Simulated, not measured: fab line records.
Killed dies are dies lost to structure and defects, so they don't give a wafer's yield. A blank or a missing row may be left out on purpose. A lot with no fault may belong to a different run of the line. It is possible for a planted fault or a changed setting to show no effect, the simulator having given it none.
Matching of chambers || flow n5_finfet || pecvd-02 running N5_BEOL_M8_PECVD_70: 3 sister chambers
The step deposits SiO2 from TEOS/O2, target thk 20 nm, time 22.7 s. 20 wafers are shown with their chamber, then 10 later ones without.

## WAFERS PAIRED WITH THEIR CHAMBERS
{"wafer": "L074.1", "chamber": 2, "showerhead_plenum_p_Torr (Torr)": 8.73, "throttle_valve_pct (%)": 22.2, "heater_power_w (W)": 664}
{"wafer": "L074.2", "chamber": 1, "showerhead_plenum_p_Torr (Torr)": 8.83, "throttle_valve_pct (%)": 23.5, "heater_power_w (W)": 824}
{"wafer": "L074.5", "chamber": 2, "showerhead_plenum_p_Torr (Torr)": 8.72, "throttle_valve_pct (%)": 22.2, "heater_power_w (W)": 671}
{"wafer": "L075.3", "chamber": 2, "showerhead_plenum_p_Torr (Torr)": 8.72, "throttle_valve_pct (%)": 22.1, "heater_power_w (W)": 736}
{"wafer": "L075.4", "chamber": 1, "showerhead_plenum_p_Torr (Torr)": 8.81, "throttle_valve_pct (%)": 23.6, "heater_power_w (W)": 746}
{"wafer": "L075.5", "chamber": 0, "showerhead_plenum_p_Torr (Torr)": 8.73, "throttle_valve_pct (%)": 22.7, "heater_power_w (W)": 594}
{"wafer": "L078.1", "chamber": 2, "showerhead_plenum_p_Torr (Torr)": 8.74, "throttle_valve_pct (%)": 22.2, "heater_power_w (W)": 742}
{"wafer": "L078.3", "chamber": 0, "showerhead_plenum_p_Torr (Torr)": 8.74, "throttle_valve_pct (%)": 22.5, "heater_power_w (W)": 718}
{"wafer": "L078.4", "chamber": 1, "showerhead_plenum_p_Torr (Torr)": 8.82, "throttle_valve_pct (%)": 23.5, "heater_power_w (W)": 821}
{"wafer": "L080.2", "chamber": 1, "showerhead_plenum_p_Torr (Torr)": 8.82, "throttle_valve_pct (%)": 23.3, "heater_power_w (W)": 771}
{"wafer": "L080.3", "chamber": 2, "showerhead_plenum_p_Torr (Torr)": 8.71, "throttle_valve_pct (%)": 22.1, "heater_power_w (W)": 728}
{"wafer": "L080.4", "chamber": 0, "showerhead_plenum_p_Torr (Torr)": 8.74, "throttle_valve_pct (%)": 22.4, "heater_power_w (W)": 712}
{"wafer": "L081.1", "chamber": 2, "showerhead_plenum_p_Torr (Torr)": 8.75, "throttle_valve_pct (%)": 22.3, "heater_power_w (W)": 737}
{"wafer": "L081.3", "chamber": 1, "showerhead_plenum_p_Torr (Torr)": 8.81, "throttle_valve_pct (%)": 23.5, "heater_power_w (W)": 795}
{"wafer": "L081.6", "chamber": 2, "showerhead_plenum_p_Torr (Torr)": 8.73, "throttle_valve_pct (%)": 22.2, "heater_power_w (W)": 720}
{"wafer": "L082.1", "chamber": 1, "showerhead_plenum_p_Torr (Torr)": 8.82, "throttle_valve_pct (%)": 23.6, "heater_power_w (W)": 813}
{"wafer": "L082.3", "chamber": 2, "showerhead_plenum_p_Torr (Torr)": 8.74, "throttle_valve_pct (%)": 22.4, "heater_power_w (W)": 701}
{"wafer": "L082.4", "chamber": 2, "showerhead_plenum_p_Torr (Torr)": 8.72, "throttle_valve_pct (%)": 22.4, "heater_power_w (W)": 667}
{"wafer": "L085.1", "chamber": 2, "showerhead_plenum_p_Torr (Torr)": 8.74, "throttle_valve_pct (%)": 22.8, "heater_power_w (W)": 644}
{"wafer": "L085.2", "chamber": 1, "showerhead_plenum_p_Torr (Torr)": 8.83, "throttle_valve_pct (%)": 23.4, "heater_power_w (W)": 813}

SIGNATURES (means of the wafers above)
{"reading": "showerhead_plenum_p_Torr", "chamber 0": 8.7367, "chamber 1": 8.8200, "chamber 2": 8.7300, "scatter within a chamber": 0.0105}
{"reading": "throttle_valve_pct", "chamber 0": 22.533, "chamber 1": 23.486, "chamber 2": 22.290, "scatter within a chamber": 0.172}
{"reading": "heater_power_w", "chamber 0": 674.67, "chamber 1": 797.57, "chamber 2": 701.00, "scatter within a chamber": 39.7}
Rule: a wafer's distance from a chamber is the root of the sum, over the readings, of the square of ((its reading less the chamber's mean) divided by the reading's scatter). If the next closest chamber is less than 2 further off than the closest, the wafer can't be placed; otherwise it belongs to the closest. How the scatter is found: for the shown wafers, subtract from each reading the mean of its chamber, square and add these, divide the total by (wafers less chambers), then take the root.

## WAFERS MISSING THEIR CHAMBER
{"wafer": "L085.6", "showerhead_plenum_p_Torr (Torr)": 8.72, "throttle_valve_pct (%)": 21.9, "heater_power_w (W)": 647}
{"wafer": "L089.2", "showerhead_plenum_p_Torr (Torr)": 8.80, "throttle_valve_pct (%)": 23.6, "heater_power_w (W)": 835}
{"wafer": "L089.5", "showerhead_plenum_p_Torr (Torr)": 8.74, "throttle_valve_pct (%)": 22.6, "heater_power_w (W)": 726}
{"wafer": "L089.6", "showerhead_plenum_p_Torr (Torr)": 8.82, "throttle_valve_pct (%)": 23.7, "heater_power_w (W)": 837}
{"wafer": "L092.1", "showerhead_plenum_p_Torr (Torr)": 8.76, "throttle_valve_pct (%)": 22.8, "heater_power_w (W)": 656}
{"wafer": "L092.2", "showerhead_plenum_p_Torr (Torr)": 8.82, "throttle_valve_pct (%)": 23.7, "heater_power_w (W)": 811}
{"wafer": "L092.5", "showerhead_plenum_p_Torr (Torr)": 8.76, "throttle_valve_pct (%)": 22.5, "heater_power_w (W)": 660}
{"wafer": "L096.1", "showerhead_plenum_p_Torr (Torr)": 8.73, "throttle_valve_pct (%)": 22.8, "heater_power_w (W)": 705}
{"wafer": "L096.3", "showerhead_plenum_p_Torr (Torr)": 8.82, "throttle_valve_pct (%)": 23.3, "heater_power_w (W)": 766}
{"wafer": "L096.5", "showerhead_plenum_p_Torr (Torr)": 8.73, "throttle_valve_pct (%)": 22.6, "heater_power_w (W)": 698}

## WHICH CHAMBER EACH ONE RAN IN
{"wafer": "L085.6", "from the rows above": "can't be placed: 2 or 0", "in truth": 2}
{"wafer": "L089.2", "from the rows above": 1, "in truth": 1}
{"wafer": "L089.5", "from the rows above": "can't be placed: 0 or 2", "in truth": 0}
{"wafer": "L089.6", "from the rows above": 1, "in truth": 1}
{"wafer": "L092.1", "from the rows above": "can't be placed: 0 or 2", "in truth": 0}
{"wafer": "L092.2", "from the rows above": 1, "in truth": 1}
{"wafer": "L092.5", "from the rows above": "can't be placed: 0 or 2", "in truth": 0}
{"wafer": "L096.1", "from the rows above": "can't be placed: 0 or 2", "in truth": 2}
{"wafer": "L096.3", "from the rows above": 1, "in truth": 1}
{"wafer": "L096.5", "from the rows above": "can't be placed: 0 or 2", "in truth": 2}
4 of 10 placed correctly. Not placeable from these rows: 6 (in 6, the candidates include the true chamber). Wrongly placed: 0.
